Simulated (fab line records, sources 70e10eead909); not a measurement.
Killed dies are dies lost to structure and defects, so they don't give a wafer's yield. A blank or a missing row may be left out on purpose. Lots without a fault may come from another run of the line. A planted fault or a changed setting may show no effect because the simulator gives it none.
fab line records | flow nand_harc
record lots=12 wafers=36 last_day=34
route steps=1302 shown P_CONTACT@247 P_M0@265 END@1302
lots that met no fault: from a run of the same line without faults
start_h: hours from the record's first day to the start of the lot's first wafer shown | wait_h: hours since the lot's step before | " the same as in the row above | L1.1+2: a row that stands for several wafers | - no value, or no start given | * or withheld: withheld | < > ~ a bound
route shown NAME@n: a module of which the file shows steps, and the number in the route of the first | usual: mean/standard deviation of fault-free wafers | same: alike in all rows | chamber/n: place in a boat | sites: the reading at each site | _std_site: their standard deviation | _edge_site: outer sites' mean less inner sites' | radius_mm: how far each site lies from the wafer's centre | mask NAME#n: copy n | behind: the tool/chamber that last shaped the wafer | hold: why the lot was held/for how many hours/how that ended | device: the transistor (n, p or np) that didn't switch | end of line: the same wafers' tests at the end of the route | a step without rows: its recipe alone | killed: dies lost to structure and defects at the first sort, not the wafer's yield | map: a wafer's dies, x killed, . not, _ none there
set.NAME: the setting as run; set.NAME@STEP: as run at that earlier step | model.NAME: the simulator's own value behind a step, which no gauge read
steps of the route over a sample of lots; a table a step, a row a wafer
services: from which hour (start_h, from the record's first day; less than 0 if before it) a tool's chamber was out of use, for how many hours, and why
## steps
# step NHARC_P_CONTACT_ALD_22
# recipe target_thk_a=30 pulse_time_s=1 ald_cycles=150 temp_c=450 material=TiN
# usual heater_power_w=1134/74 precursor_pulse_height_rel=0.997/0.019
# columns lot.wafer tool chamber start_h wait_h heater_power_w precursor_pulse_height_rel
L640.4 ald_metal-04 3 134.43 - 1181 1.005
L640.3 " 0 " " 1166 0.990
L640.5 " 2 " " 1089 0.968
L641.2 ald_metal-03 1 151.23 - 1043 0.997
L641.4 " 2 " " 1162 1.022
L641.1 " 3 " " 1089 1.005
L643.4 ald_metal-02 3 166.95 - 1101 0.966
L643.3 " 1 " " 977 0.988
L643.2 " 2 " " 1008 1.001
L644.4 ald_metal-04 3 178.88 - 1204 0.966
L644.2 " 1 " " 1189 1.014
L644.6 " 0 " " 1180 1.024
L648.2 ald_metal-02 1 219.25 - 986 0.973
L648.5 " 3 " " 1141 0.991
L648.6 " 0 " " 1116 0.981
L653.1 ald_metal-04 1 281.68 - 1222 0.996
L653.6 " 3 " " 1203 0.984
L653.5 " 0 " " 1167 1.006
L655.4 ald_metal-03 0 291.93 - 1070 0.997
L655.5 " 1 " " 1120 1.011
L655.6 " 2 " " 1228 0.991
L657.2 ald_metal-03 1 305.72 - 1150 0.994
L657.6 " 1 " " 1179 0.998
L657.5 " 2 " " 1236 1.009
L656.3 ald_metal-04 3 306.16 - 1172 0.994
L656.1 " 0 " " 1185 0.993
L656.5 " 2 " " 1130 0.963
L658.2 ald_metal-04 1 321.02 - 1223 1.023
L658.3 " 2 " " 1122 0.993
L658.5 " 0 " " 1180 0.966
L659.4 ald_metal-04 3 336.50 - 1173 0.990
L659.1 " 0 " " 1215 1.012
L659.6 " 0 " " 1153 1.028
L661.2 ald_metal-03 0 346.63 - 1091 1.002
L661.4 " 1 " " 1157 1.005
L661.3 " 3 " " 1004 1.011
# step NHARC_P_M0_INSPECT_11
# usual raw_defect_count=3.8/2.2
# columns lot.wafer tool chamber start_h wait_h raw_defect_count
L640.3 defect_inspect-02 - 136.70 0.0 6
L640.4 " - " " 5
L640.5 " - " " 5
L641.1 defect_inspect-01 - 153.52 0.0 4
L641.2 " - " " 4
L641.4 " - " " 7
L643.2 defect_inspect-01 - 169.24 0.0 7
L643.3 " - " " 10
L643.4 " - " " 10
L644.2 defect_inspect-01 - 181.04 0.0 2
L644.4 " - " " 1
L644.6 " - " " 2
L648.2 defect_inspect-01 - 221.49 0.0 4
L648.5 " - " " 4
L648.6 " - " " 4
L653.1 defect_inspect-02 - 284.08 0.0 5
L653.5 " - " " 4
L653.6 " - " " 9
L655.4 defect_inspect-01 - 294.02 0.0 0
L655.5 " - " " 5
L655.6 " - " " 7
L657.2 defect_inspect-01 - 308.01 0.0 4
L657.5 " - " " 6
L657.6 " - " " 1
L656.1 defect_inspect-02 - 308.44 0.0 2
L656.3 " - " " 4
L656.5 " - " " 4
L658.2 defect_inspect-01 - 323.26 0.0 4
L658.3 " - " " 3
L658.5 " - " " 2
L659.1 defect_inspect-02 - 338.77 0.0 4
L659.4 " - " " 4
L659.6 " - " " 7
L661.2 defect_inspect-01 - 348.90 0.0 3
L661.3 " - " " 4
L661.4 " - " " 4
# step NHARC_P_M0_DESCUM_14
# recipe time_s=3 o2_flow_sccm=200 ar_flow_sccm=0 bias_power_w=0 chemistry=O2
# usual drypump_motor_current_A=5.9/0.4 oes_product_au=1.002/0.013 rf_vpp_V=57.7/1 showerhead_plenum_p_Torr=1.91/0.088 throttle_valve_pct=11.311/0.0094
# columns lot.wafer tool chamber start_h wait_h drypump_motor_current_A oes_product_au rf_hours_counter_h rf_vpp_V showerhead_plenum_p_Torr throttle_valve_pct
L640.4 rie_diel-02 0 136.80 0.1 5.5 0.989 15 57.9 1.99 11.308
L640.3 " 2 " " 5.9 1.001 8 56.8 1.85 11.310
L640.5 " 0 " " 5.5 1.001 - 59.3 1.99 11.315
L641.4 rie_diel-13 1 153.58 0.1 6.4 0.998 50 56.4 1.78 11.313
L641.1 " 2 " " 6.4 0.999 48 56.7 1.93 11.322
L641.2 " 0 " " 6.3 1.002 48 58.6 1.99 11.311
L643.4 rie_diel-02 2 169.31 0.1 5.9 0.984 12 57.2 1.85 11.322
L643.2 " 3 " " 5.5 1.000 22 58.7 2.02 11.304
L643.3 " 0 " " 5.6 0.980 22 57.3 1.99 11.303
L644.2 rie_diel-03 1 181.12 0.1 6.2 0.967 27 57.8 1.79 11.301
L644.4 " 2 " " 6.0 1.004 22 56.6 1.85 11.315
L644.6 " 3 " " 5.9 1.014 - 57.7 2.05 11.305
L648.2 rie_diel-03 3 221.56 0.1 5.9 1.016 34 58.9 2.04 11.307
L648.6 " 2 " " 6.0 1.006 - 59.6 1.84 11.301
L648.5 " 3 " " 5.9 1.026 - 58.8 2.04 11.303
L653.1 rie_diel-13 1 284.17 0.1 6.4 1.000 35 57.9 1.77 11.316
L653.6 " 2 " " 6.5 0.999 - 58.3 1.91 11.320
L653.5 " 3 " " 5.6 1.018 - 56.4 1.79 11.321
L655.4 rie_diel-02 1 294.09 0.1 5.2 1.014 12 57.6 1.92 11.301
L655.5 " 0 " " 5.5 0.985 - 61.1 1.98 11.303
L655.6 " 1 " " 5.2 1.007 - 58.5 1.92 11.308
L657.2 rie_diel-03 0 308.08 0.1 6.2 1.015 8 58.2 1.88 11.307
L657.5 " 2 " " 6.0 0.991 - 56.7 1.84 11.305
L657.6 " 3 " " 5.9 1.007 - 57.8 2.03 11.314
L656.3 rie_diel-03 1 308.51 0.1 6.2 0.971 6 58.3 1.78 11.318
L656.1 " 2 " " 6.0 0.981 6 57.8 1.84 11.308
L656.5 " 1 " " 6.2 0.977 - 56.1 1.78 11.327
L658.2 rie_diel-13 2 323.33 0.1 6.5 1.000 43 60.1 1.91 11.319
L658.3 " 1 " " 6.4 0.980 43 58.5 1.77 11.308
L658.5 " 2 " " 6.4 0.997 - 58.7 1.91 11.304
L659.4 rie_diel-13 0 338.85 0.1 6.4 1.008 52 59.1 1.97 11.299
L659.1 " 2 " " 6.5 0.998 48 57.2 1.91 11.284
L659.6 " 3 " " 5.6 1.027 - 58.8 1.79 11.292
L661.3 rie_diel-02 0 349.12 0.2 5.5 0.991 22 57.5 1.98 11.320
L661.2 " 1 " " 5.2 1.003 23 56.6 1.91 11.314
L661.4 " 3 " " 5.5 1.002 19 56.9 2.02 11.310
# step NHARC_P_M0_PVD_20
# recipe target_thk_a=50 bias_v=168.6 power_w=15000 chamber_pressure_pa=0.12 time_s=8.06 substrate_temp_c=50 material=TaN
# usual bias_v=168.6/1.8 substrate_temp_c=50.01/0.11 throttle_valve_pct=30.0/0.66
# columns lot.wafer tool chamber start_h wait_h bias_v substrate_temp_c throttle_valve_pct
L640.3 pvd_sputter-02 - 138.59 - 165.9 50.06 30.9
L640.4 " - " " 165.4 50.28 30.8
L640.5 " - " " 170.1 50.11 30.4
L641.1 pvd_sputter-01 - 154.64 - 171.2 50.03 29.3
L641.2 " - " " 167.8 50.01 29.1
L641.4 " - " " 167.3 50.05 29.3
L643.4 pvd_sputter-02 - 170.47 - 168.1 50.18 30.8
L643.2 " - " " 166.6 49.97 30.6
L643.3 " - " " 170.4 49.94 29.8
L644.4 pvd_sputter-02 - 182.14 - 167.5 50.27 29.6
L644.2 " - " " 168.9 50.01 30.9
L644.6 " - " " 166.2 50.01 29.6
L644.4 pvd_sputter-02 - 182.41 - 168.3 49.91 29.3
L644.2 " - " " 168.0 50.02 30.9
L644.6 " - " " 168.9 50.09 29.5
L648.2 pvd_sputter-02 - 222.57 - 167.2 50.08 29.5
L648.5 " - " " 167.0 50.24 29.6
L648.6 " - " " 168.2 50.13 30.5
L648.2 pvd_sputter-02 - 222.84 - 171.1 50.11 29.5
L648.5 " - " " 168.4 50.20 29.5
L648.6 " - " " 167.6 49.99 30.6
L653.1 pvd_sputter-03 - 285.30 - 166.7 49.90 29.9
L653.5 " - " " 166.9 49.96 29.8
L653.6 " - " " 167.8 50.04 29.8
L655.4 pvd_sputter-02 - 295.11 - 166.4 50.03 30.3
L655.5 " - " " 170.4 49.97 30.3
L655.6 " - " " 170.8 50.18 30.4
L657.2 pvd_sputter-01 - 309.11 - 169.9 49.99 28.0
L657.6 " - " " 169.1 49.97 29.8
L657.5 " - " " 170.9 49.94 28.3
L656.3 pvd_sputter-02 - 309.55 - 169.0 49.91 29.9
L656.1 " - " " 168.3 49.90 30.0
L656.5 " - " " 168.9 50.05 29.9
L658.2 pvd_sputter-02 - 324.44 - 168.5 49.96 30.1
L658.3 " - " " 168.0 50.04 30.6
L658.5 " - " " 172.3 49.97 30.4
L659.1 pvd_sputter-02 - 339.90 - 167.7 50.01 31.2
L659.4 " - " " 169.4 49.94 30.0
L659.6 " - " " 167.0 49.97 29.7
L661.2 pvd_sputter-01 - 350.15 - 168.2 49.92 29.4
L661.4 " - " " 166.9 50.07 29.9
L661.3 " - " " 168.4 49.99 29.9
# step NHARC_END_SORT_01
# recipe temp_c=25
# usual defect_limited_yield=90/4.1 killed_at_array=63/27 killed_at_other=0.7/1.2 killed_at_periphery=3.1/2 killed_dies=67/28 killed_open=3.0/1.9 killed_short=2.2/1.5
# same gross_dies=677
# columns lot.wafer tool chamber start_h wait_h defect_limited_yield[%] killed_at_array killed_at_other killed_at_periphery killed_dies killed_open killed_short
L640.3 prober-02 0 577.76 3.1 93 44 0 6 50 5 0
L640.4 prober-02 0 578.56 3.4 91 57 0 3 60 4 1
L640.5 prober-02 0 579.36 3.7 92 52 1 3 56 6 4
L641.1 prober-02 0 589.78 2.5 87 84 0 4 88 3 1
L641.2 prober-02 0 590.58 2.8 89 74 0 3 77 2 2
L641.4 prober-02 0 592.18 3.4 86 91 0 4 95 10 2
L643.2 prober-01 0 606.35 2.8 84 103 2 5 110 2 3
L643.3 prober-01 0 607.15 3.1 85 92 0 10 102 3 2
L643.4 prober-01 0 607.95 3.4 86 83 3 8 94 0 0
L644.2 prober-02 0 616.52 2.8 96 21 0 6 27 3 3
L644.4 prober-02 0 618.10 3.4 96 23 0 1 24 3 1
L644.6 prober-02 0 619.68 4.0 97 20 1 2 23 3 2
L648.2 prober-02 0 659.69 2.8 96 22 0 4 26 6 2
L648.5 prober-02 0 662.03 3.6 96 28 0 2 30 5 2
L648.6 prober-02 0 662.81 3.9 96 22 0 4 26 6 1
L653.1 prober-01 0 739.55 2.5 89 74 0 2 76 0 2
L653.5 prober-01 0 742.79 3.7 89 70 0 3 73 2 2
L653.6 prober-01 0 743.60 4.0 88 74 0 5 79 5 3
L656.1 prober-01 0 749.84 2.5 91 60 0 4 64 1 2
L656.3 prober-01 0 751.43 3.1 92 48 1 2 51 0 1
L656.5 prober-01 0 753.02 3.7 93 44 0 3 47 2 0
L655.4 prober-02 0 752.17 3.4 93 46 0 4 50 6 1
L655.5 prober-02 0 752.97 3.7 92 49 0 4 53 1 4
L655.6 prober-02 0 753.77 4.0 92 50 0 5 55 2 5
L658.2 prober-01 0 766.00 2.8 94 37 0 2 39 7 1
L658.3 prober-01 0 766.80 3.1 95 27 0 5 32 7 1
L658.5 prober-01 0 768.39 3.7 95 28 1 2 31 5 0
L657.2 prober-02 0 772.34 2.8 86 90 1 5 96 4 4
L657.5 prober-02 0 774.74 3.7 86 97 0 1 98 3 2
L657.6 prober-02 0 775.54 4.0 87 89 1 0 90 2 4
L661.2 prober-02 0 791.80 2.8 94 34 4 5 43 2 2
L661.3 prober-02 0 792.60 3.1 95 33 1 2 36 3 1
L661.4 prober-02 0 793.39 3.4 94 39 0 4 43 3 2
L659.1 prober-01 0 808.95 2.5 94 40 0 3 43 1 1
L659.4 prober-01 0 811.33 3.4 91 51 0 7 58 6 1
L659.6 prober-01 0 812.93 4.0 93 40 0 5 45 1 2
# killed by level:class
L640.3 A_CHANNEL_HOLE_D2:chamber_film_flake=26 A_CONTACT:chamber_film_flake=5 A_CHANNEL_HOLE_D1:chamber_film_flake=4 P_STI:chamber_film_flake=3 A_M1:chamber_film_flake=3 A_CHANNEL_FILL_D2:chamber_film_flake=2 P_CONTACT:geometric_particle:open=1 P_M0:geometric_particle:open=1
L640.4 A_CHANNEL_HOLE_D2:chamber_film_flake=32 A_CONTACT:chamber_film_flake=10 P_STI:chamber_film_flake=3 A_CHANNEL_HOLE_D1:chamber_film_flake=3 A_DECK1_JOINT:chamber_film_flake=3 A_CHANNEL_FILL_D2:geometric_particle:open=2 A_CONTACT:geometric_particle:open=2 A_M1:chamber_film_flake=2
L640.5 A_CHANNEL_HOLE_D2:chamber_film_flake=26 A_M1:chamber_film_flake=6 A_CONTACT:chamber_film_flake=4 A_WL_FILL:chamber_film_flake=2 P_STI:geometric_particle:open=1 P_CONTACT:geometric_particle:open=1 A_SOURCE_PLATE:geometric_particle:open=1 A_ONON_D1:geometric_particle:short=1
L641.1 A_CHANNEL_HOLE_D1:chamber_film_flake=30 A_SLIT:chamber_film_flake=30 A_CHANNEL_HOLE_D2:chamber_film_flake=12 A_CONTACT:chamber_film_flake=6 P_STI:chamber_film_flake=2 A_STAIRCASE:chamber_film_flake=2 P_M0:geometric_particle:open=1 A_CHANNEL_FILL_D2:geometric_particle:short=1
L641.2 A_SLIT:chamber_film_flake=30 A_CHANNEL_HOLE_D1:chamber_film_flake=27 A_CHANNEL_HOLE_D2:chamber_film_flake=9 A_CONTACT:chamber_film_flake=3 P_M2:chamber_film_flake=2 P_CONTACT:geometric_particle:open=1 A_ONON_D1:geometric_particle:short=1 A_ONON_D2:geometric_particle:short=1
L641.4 A_CHANNEL_HOLE_D1:chamber_film_flake=37 A_SLIT:chamber_film_flake=30 A_CHANNEL_HOLE_D2:chamber_film_flake=6 A_DECK1_JOINT:geometric_particle:open=3 A_CONTACT:chamber_film_flake=3 P_M0:geometric_particle:open=1 A_CHANNEL_HOLE_D1:geometric_particle:open=1 A_CHANNEL_FILL_D1:geometric_particle:open=1
L643.2 A_CHANNEL_HOLE_D2:chamber_film_flake=35 A_SLIT:chamber_film_flake=29 A_CHANNEL_HOLE_D1:chamber_film_flake=28 P_GATE:chamber_film_flake=4 A_STAIRCASE:chamber_film_flake=3 A_ZERO_WELL:chamber_film_flake=2 THIN_TSV:chamber_film_flake=2 P_GATE:geometric_particle:short=1
L643.3 A_CHANNEL_HOLE_D1:chamber_film_flake=31 A_SLIT:chamber_film_flake=29 A_CHANNEL_HOLE_D2:chamber_film_flake=20 P_GATE:chamber_film_flake=6 A_CONTACT:chamber_film_flake=5 A_STAIRCASE:chamber_film_flake=3 P_CONTACT:geometric_particle:open=2 A_WL_FILL:geometric_particle:short=1
L643.4 A_SLIT:chamber_film_flake=29 A_CHANNEL_HOLE_D2:chamber_film_flake=24 A_CHANNEL_HOLE_D1:chamber_film_flake=23 P_GATE:chamber_film_flake=3 P_STI:chamber_film_flake=3 A_STAIRCASE:chamber_film_flake=3 THIN_TSV:chamber_film_flake=3 P_ZERO_WELL:chamber_film_flake=2
L644.2 A_CHANNEL_HOLE_D2:chamber_film_flake=9 A_CONTACT:chamber_film_flake=5 P_BONDPAD:chamber_film_flake=3 A_WL_FILL:geometric_particle:short=2 A_CHANNEL_HOLE_D1:chamber_film_flake=2 P_CONTACT:geometric_particle:short=1 P_M0:geometric_particle:open=1 A_CHANNEL_FILL_D2:geometric_particle:open=1
L644.4 A_CHANNEL_HOLE_D2:chamber_film_flake=11 A_SLIT:chamber_film_flake=3 A_M0:geometric_particle:open=2 A_STAIRCASE:chamber_film_flake=2 A_BONDPAD:chamber_film_flake=2 A_ONON_D1:geometric_particle:short=1 A_WL_FILL:geometric_particle:open=1 P_BONDPAD:chamber_film_flake=1
L644.6 A_CHANNEL_HOLE_D2:chamber_film_flake=7 A_CHANNEL_HOLE_D1:chamber_film_flake=5 A_CONTACT:chamber_film_flake=3 A_BONDPAD:chamber_film_flake=2 P_CONTACT:geometric_particle:open=1 P_M0:geometric_particle:open=1 A_ONON_D1:geometric_particle:short=1 A_DECK1_JOINT:geometric_particle:short=1
L648.2 A_CHANNEL_HOLE_D1:chamber_film_flake=5 A_STAIRCASE:chamber_film_flake=5 P_ZERO_WELL:chamber_film_flake=2 A_SLIT:chamber_film_flake=2 A_CONTACT:chamber_film_flake=2 P_GATE:geometric_particle:open=1 P_CONTACT:geometric_particle:open=1 A_DECK1_JOINT:geometric_particle:open=1
L648.5 A_CHANNEL_HOLE_D1:chamber_film_flake=12 A_CONTACT:chamber_film_flake=3 A_CHANNEL_FILL_D1:chamber_film_flake=2 A_STAIRCASE:chamber_film_flake=2 P_M0:geometric_particle:open=1 A_SOURCE_PLATE:geometric_particle:open=1 A_CHANNEL_FILL_D1:geometric_particle:open=1 A_ONON_D2:geometric_particle:open=1
L648.6 A_CHANNEL_HOLE_D1:chamber_film_flake=8 A_CONTACT:chamber_film_flake=3 P_M1:geometric_particle:open=2 A_M1:geometric_particle:open=2 A_CHANNEL_FILL_D1:chamber_film_flake=2 A_CHANNEL_HOLE_D2:unspecified=2 A_CHANNEL_HOLE_D2:chamber_film_flake=2 P_STI:geometric_particle:short=1
L653.1 A_CHANNEL_HOLE_D1:chamber_film_flake=30 A_CHANNEL_HOLE_D2:chamber_film_flake=30 A_CONTACT:chamber_film_flake=7 P_GATE:chamber_film_flake=2 A_CHANNEL_FILL_D2:chamber_film_flake=2 A_SLIT:chamber_film_flake=2 A_CHANNEL_FILL_D2:geometric_particle:short=1 A_WL_FILL:geometric_particle:short=1
L653.5 A_CHANNEL_HOLE_D1:chamber_film_flake=29 A_CHANNEL_HOLE_D2:chamber_film_flake=22 A_CONTACT:chamber_film_flake=9 A_SLIT:chamber_film_flake=3 A_SGD_CUT:chamber_film_flake=2 P_CONTACT:geometric_particle:open=1 A_ONON_D1:geometric_particle:open=1 A_CHANNEL_FILL_D1:geometric_particle:short=1
L653.6 A_CHANNEL_HOLE_D2:chamber_film_flake=33 A_CHANNEL_HOLE_D1:chamber_film_flake=25 A_SLIT:chamber_film_flake=3 A_CHANNEL_FILL_D2:chamber_film_flake=3 A_CONTACT:chamber_film_flake=3 P_M1:geometric_particle:open=2 P_ZERO_WELL:chamber_film_flake=2 A_CHANNEL_FILL_D1:geometric_particle:open=1
L656.1 A_SLIT:chamber_film_flake=34 A_CHANNEL_HOLE_D1:chamber_film_flake=10 A_CONTACT:chamber_film_flake=10 A_DECK1_JOINT:chamber_film_flake=2 P_M0:geometric_particle:short=1 A_ONON_D2:geometric_particle:open=1 A_CHANNEL_FILL_D2:geometric_particle:short=1 P_STI:chamber_film_flake=1
L656.3 A_SLIT:chamber_film_flake=23 A_CHANNEL_HOLE_D1:chamber_film_flake=12 A_CONTACT:chamber_film_flake=12 P_STI:chamber_film_flake=2 A_M0:geometric_particle:short=1 THIN_TSV:chamber_film_flake=1
L655.4 A_SLIT:chamber_film_flake=22 A_SGD_CUT:chamber_film_flake=10 A_CHANNEL_HOLE_D1:chamber_film_flake=8 P_M0:geometric_particle:open=2 P_CONTACT:geometric_particle:open=1 P_M0:geometric_particle:short=1 A_ONON_D1:geometric_particle:open=1 A_BLC:geometric_particle:open=1
L655.5 A_SLIT:chamber_film_flake=29 A_CHANNEL_HOLE_D1:chamber_film_flake=10 A_SGD_CUT:chamber_film_flake=6 P_STI:chamber_film_flake=2 P_M0:geometric_particle:short=1 P_M2:geometric_particle:short=1 A_DECK1_JOINT:geometric_particle:short=1 A_DECK1_JOINT:geometric_particle:open=1
L656.5 A_SLIT:chamber_film_flake=21 A_CHANNEL_HOLE_D1:chamber_film_flake=8 A_CONTACT:chamber_film_flake=6 A_ZERO_WELL:chamber_film_flake=4 A_STAIRCASE:chamber_film_flake=2 A_DECK1_JOINT:geometric_particle:open=1 A_M0:geometric_particle:open=1 P_ZERO_WELL:chamber_film_flake=1
L655.6 A_SLIT:chamber_film_flake=31 A_CHANNEL_HOLE_D1:chamber_film_flake=9 A_SGD_CUT:chamber_film_flake=3 P_M0:geometric_particle:short=2 P_STI:chamber_film_flake=2 P_M0:geometric_particle:open=1 A_CHANNEL_FILL_D1:geometric_particle:short=1 A_ONON_D2:geometric_particle:open=1
L658.2 A_CHANNEL_HOLE_D1:chamber_film_flake=17 A_SLIT:chamber_film_flake=8 A_DECK1_JOINT:chamber_film_flake=3 A_CONTACT:chamber_film_flake=3 A_ONON_D2:geometric_particle:open=2 P_CONTACT:geometric_particle:open=1 P_M1:geometric_particle:open=1 A_CHANNEL_FILL_D1:geometric_particle:short=1
L658.3 A_CHANNEL_HOLE_D1:chamber_film_flake=11 A_SLIT:chamber_film_flake=5 P_M0:geometric_particle:open=2 P_M2:chamber_film_flake=2 A_STAIRCASE:chamber_film_flake=2 A_ONON_D1:geometric_particle:open=1 A_ONON_D2:geometric_particle:open=1 A_WL_FILL:geometric_particle:open=1
L658.5 A_CHANNEL_HOLE_D1:chamber_film_flake=16 A_SLIT:chamber_film_flake=5 P_M0:geometric_particle:open=2 A_STAIRCASE:chamber_film_flake=2 A_CHANNEL_FILL_D1:geometric_particle:open=1 A_SGD_CUT:geometric_particle:open=1 STARTING-WAFER:geometric_particle:open=1 A_CHANNEL_HOLE_D2:chamber_film_flake=1
L657.2 A_CHANNEL_HOLE_D1:chamber_film_flake=29 A_SLIT:chamber_film_flake=28 A_CHANNEL_HOLE_D2:chamber_film_flake=18 A_CONTACT:chamber_film_flake=6 P_STI:chamber_film_flake=3 A_ZERO_WELL:chamber_film_flake=3 P_M0:geometric_particle:open=2 A_CHANNEL_FILL_D1:geometric_particle:open=2
L657.5 A_SLIT:chamber_film_flake=34 A_CHANNEL_HOLE_D1:chamber_film_flake=31 A_CHANNEL_HOLE_D2:chamber_film_flake=18 A_CONTACT:chamber_film_flake=6 A_ZERO_WELL:chamber_film_flake=3 A_CHANNEL_FILL_D1:geometric_particle:open=1 A_DECK1_JOINT:geometric_particle:short=1 A_WL_FILL:geometric_particle:short=1
L657.6 A_SLIT:chamber_film_flake=26 A_CHANNEL_HOLE_D1:chamber_film_flake=25 A_CHANNEL_HOLE_D2:chamber_film_flake=22 A_CONTACT:chamber_film_flake=6 A_ONON_D1:geometric_particle:short=2 A_ZERO_WELL:chamber_film_flake=2 A_SOURCE_PLATE:geometric_particle:short=1 A_ONON_D2:geometric_particle:short=1
L661.2 A_CHANNEL_HOLE_D1:chamber_film_flake=21 P_BONDPAD:chamber_film_flake=4 A_SLIT:chamber_film_flake=4 THIN_TSV:chamber_film_flake=4 A_STAIRCASE:chamber_film_flake=3 P_CONTACT:geometric_particle:short=1 A_ONON_D1:geometric_particle:open=1 A_WL_FILL:geometric_particle:short=1
L661.3 A_CHANNEL_HOLE_D1:chamber_film_flake=12 A_SLIT:chamber_film_flake=9 A_CONTACT:chamber_film_flake=5 A_CHANNEL_HOLE_D2:chamber_film_flake=2 A_STAIRCASE:chamber_film_flake=2 P_CONTACT:geometric_particle:open=1 P_BONDPAD:geometric_particle:open=1 A_CHANNEL_HOLE_D1:geometric_particle:short=1
L661.4 A_CHANNEL_HOLE_D1:chamber_film_flake=19 A_SLIT:chamber_film_flake=8 A_CONTACT:chamber_film_flake=3 A_CHANNEL_FILL_D1:chamber_film_flake=2 A_STAIRCASE:chamber_film_flake=2 P_M0:geometric_particle:short=1 P_M0:geometric_particle:open=1 A_SOURCE_PLATE:geometric_particle:short=1
L659.1 A_CHANNEL_HOLE_D1:chamber_film_flake=19 A_SLIT:chamber_film_flake=7 A_CHANNEL_HOLE_D2:chamber_film_flake=3 A_CONTACT:chamber_film_flake=3 A_SGD_CUT:chamber_film_flake=2 A_ONON_D1:geometric_particle:short=1 A_M0:geometric_particle:open=1 P_ZERO_WELL:chamber_film_flake=1
L659.4 A_CHANNEL_HOLE_D1:chamber_film_flake=27 A_SLIT:chamber_film_flake=8 A_CONTACT:chamber_film_flake=5 P_CONTACT:geometric_particle:open=4 A_CHANNEL_HOLE_D2:chamber_film_flake=3 A_CONTACT:geometric_particle:short=1 A_M0:geometric_particle:open=1 A_M1:geometric_particle:open=1
L659.6 A_CHANNEL_HOLE_D1:chamber_film_flake=17 A_SLIT:chamber_film_flake=6 P_ZERO_WELL:chamber_film_flake=4 A_CONTACT:chamber_film_flake=4 A_CHANNEL_FILL_D1:chamber_film_flake=3 A_CHANNEL_HOLE_D2:chamber_film_flake=3 A_STAIRCASE:chamber_film_flake=2 A_ONON_D1:geometric_particle:short=1
## services
# columns tool chamber start_h hours kind
rie_diel-02 - 112.58 0.3 repair
ald_metal-04 - 118.00 10.0 pm
rie_diel-03 - 123.34 0.4 repair
rie_diel-13 0 140.62 4.2 repair
ald_metal-04 1 140.74 3.4 repair
rie_diel-02 2 151.01 7.0 repair
rie_diel-13 - 165.05 9.0 pm
ald_metal-03 1 169.22 16.6 repair
ald_metal-03 1 194.67 7.2 repair
rie_diel-02 - 216.74 9.0 pm
pvd_sputter-01 - 226.00 10.0 pm
ald_metal-03 - 229.10 10.0 pm
ald_metal-02 0 236.21 39.3 repair
rie_diel-03 2 243.85 21.1 repair
ald_metal-02 - 254.00 10.0 pm
rie_diel-02 3 254.99 22.7 repair
pvd_sputter-02 - 259.39 2.7 repair
ald_metal-03 0 263.70 8.7 repair
pvd_sputter-02 - 282.00 10.0 pm
rie_diel-03 - 282.50 9.0 pm
ald_metal-04 - 296.00 10.0 pm
rie_diel-13 - 317.22 0.6 repair
ald_metal-03 - 341.35 0.8 repair
rie_diel-13 - 342.05 9.0 pm
## key
first_sign step=NHARC_P_M0_PVD_20 reading=visit direction=added
effect none on later readings
met_at NHARC_P_M0_PVD_20
struck_lots L644,L648
not_acting_at NHARC_P_CONTACT_ALD_22,NHARC_P_M0_INSPECT_11,NHARC_P_M0_DESCUM_14
fault kind=repeated_step_whole tool=pvd_sputter-01,pvd_sputter-02,pvd_sputter-03 chamber=- onset_h=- steps=NHARC_P_M0_PVD_20 times=1 scope=struck_lots_only
